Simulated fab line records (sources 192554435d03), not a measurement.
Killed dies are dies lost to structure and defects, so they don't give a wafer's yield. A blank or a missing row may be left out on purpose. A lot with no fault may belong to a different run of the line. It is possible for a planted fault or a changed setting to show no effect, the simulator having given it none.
Split-lot trial | flow n5-finfet | on a route of 1938 steps: 7 lots, 39 wafers read

## ON THE SPLIT
At N5_STI_FIN_REVEAL_ETCHBACK_08 (etches SiO2 in C4F6/O2, target depth 30.5 nm, time 10.167 s), the setting target-depth-a was moved away from the recipe's 305 angstrom on 18 of the 39 wafers read, by -12.4% to +9.1%. This setting was run at the recipe's value on the other wafers.

## FROM THE SPLIT TO THE READING: what the file shows between them, 3 steps
- N5_STI_FIN_REVEAL_STRIP_24: strips in N2/H2, time 90 s
- N5_STI_FIN_REVEAL_PRECLEAN_25: cleans in SPM, time 90 s
- N5_STI_FIN_REVEAL_SRD_23: time 30 s

## THE READING
trench-depth-nm, in nm, at N5_STI_FIN_REVEAL_FIN_H_MEAS_10. A value of 51.6 nm with a standard deviation of 0.67 nm is what fault-free wafers of this fab line usually give.

wafer  | tool, chamber at the split | target-depth-a as run, angstrom | against the recipe | trench-depth-nm, nm | against lot-mates on the recipe
L075.1 | rie-diel-02, 0,2,1         | 277.5                           | -9.0%              | 50.0                | -2.3
L075.2 | rie-diel-02, 0,2,1         | 277.5                           | -9.0%              | 50.4                | -1.9
L075.3 | rie-diel-02, 3,3,0         | 305                             | recipe             | 52.2                | -
L075.4 | rie-diel-02, 0,2,1         | 277.5                           | -9.0%              | 49.6                | -2.7
L075.5 | rie-diel-02, 3,3,0         | 305                             | recipe             | 52.6                | -
L075.6 | rie-diel-02, 3,3,0         | 305                             | recipe             | 52.1                | -
L076.2 | rie-diel-06, 2,3,0         | 305                             | recipe             | 51.2                | -
L076.5 | rie-diel-06, 2,3,0         | 305                             | recipe             | 52.1                | -
L076.6 | rie-diel-06, 2,3,0         | 305                             | recipe             | 50.8                | -
L080.1 | rie-diel-02, 1,1,2         | 267.5                           | -12.3%             | 48.8                | -3.6
L080.2 | rie-diel-02, 0,2,0         | 305                             | recipe             | 51.8                | -
L080.3 | rie-diel-02, 0,2,0         | 305                             | recipe             | 53.1                | -
L080.4 | rie-diel-02, 0,2,0         | 305                             | recipe             | 52.2                | -
L080.5 | rie-diel-02, 1,1,2         | 267.5                           | -12.3%             | 48.3                | -4.1
L080.6 | rie-diel-02, 1,1,2         | 267.5                           | -12.3%             | 49.0                | -3.4
L089.1 | rie-diel-02, 0,1,2         | 330.6                           | +8.4%              | 53.2                | +2.1
L089.2 | rie-diel-02, 3,2,1         | 305                             | recipe             | 50.2                | -
L089.3 | rie-diel-02, 0,1,2         | 330.6                           | +8.4%              | 52.8                | +1.7
L089.4 | rie-diel-02, 3,2,1         | 305                             | recipe             | 51.7                | -
L089.5 | rie-diel-02, 0,1,2         | 330.6                           | +8.4%              | 54.3                | +3.2
L089.6 | rie-diel-02, 3,2,1         | 305                             | recipe             | 51.3                | -
L092.1 | rie-diel-02, 3,2,2         | 305                             | recipe             | 50.4                | -
L092.2 | rie-diel-02, 3,2,2         | 305                             | recipe             | 51.5                | -
L092.3 | rie-diel-02, 0,0,3         | 332.7                           | +9.1%              | 53.6                | +2.1
L092.4 | rie-diel-02, 3,2,2         | 305                             | recipe             | 52.5                | -
L092.5 | rie-diel-02, 0,0,3         | 332.7                           | +9.1%              | 53.6                | +2.1
L092.6 | rie-diel-02, 0,0,3         | 332.7                           | +9.1%              | 53.2                | +1.7
L093.1 | rie-diel-02, 3,3,2         | 276.9                           | -9.2%              | 48.6                | -3.1
L093.2 | rie-diel-02, 2,0,0         | 305                             | recipe             | 52.2                | -
L093.3 | rie-diel-02, 2,0,0         | 305                             | recipe             | 51.8                | -
L093.4 | rie-diel-02, 3,3,2         | 276.9                           | -9.2%              | 47.9                | -3.8
L093.5 | rie-diel-02, 3,3,2         | 276.9                           | -9.2%              | 49.8                | -1.9
L093.6 | rie-diel-02, 2,0,0         | 305                             | recipe             | 51.0                | -
L097.1 | rie-diel-02, 0,2,3         | 267.3                           | -12.4%             | 47.1                | -4.3
L097.2 | rie-diel-02, 3,0,2         | 305                             | recipe             | 51.7                | -
L097.3 | rie-diel-02, 0,2,3         | 267.3                           | -12.4%             | 47.4                | -4.0
L097.4 | rie-diel-02, 3,0,2         | 305                             | recipe             | 51.1                | -
L097.5 | rie-diel-02, 0,2,3         | 267.3                           | -12.4%             | 47.0                | -4.4
L097.6 | rie-diel-02, 3,0,2         | 305                             | recipe             | 51.4                | -
When a row names more than one chamber, that row covers several wafers, and the file does not tell which wafer ran in which chamber.

FIT RESULTS
A straight line over all 39 wafers: trench-depth-nm changes by +0.259 nm for each +1% of target-depth-a; r = +0.92; the points scatter about the line by 0.78 nm.
The same after taking each lot's own level away (the mean of its wafers on the recipe; 39 wafers): +0.289 nm for each +1%; r = +0.96; scatter 0.58 nm.
The reading moves by 3.6 nm for the largest change in target-depth-a, on that fit.
Measured against the standard deviation above, the lots' own levels, which go from 51.07 to 52.37 nm, span 1.9 times it.
Hence the slope depends on the lot-to-lot level, as the two fits are not the same.
Check: with one of the wafers moved furthest among these (-12.4%) left out of the fit, the line predicts -3.62 nm for it against its lot-mates. It came out at -4.3 nm against them.

## THESE WAFERS: OTHER SPLITS
Note: prior to the reading, these wafers also went through further splits. Each is held against what the fit with the lots' levels taken away leaves over:
other split on the same wafers     | wafers away from the commonest value | r with trench-depth-nm (lot level and that fit taken away)
N5_FIN_SAQP_HM_DEP_03 target-thk-a | 15                                   | +0.10
N5_FIN_SAQP_ETCH_65 time-s         | 12                                   | -0.33

## FILE'S OWN FIT
trench-depth-nm changes by +0.295 nm for each +1% of target-depth-a, r = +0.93.
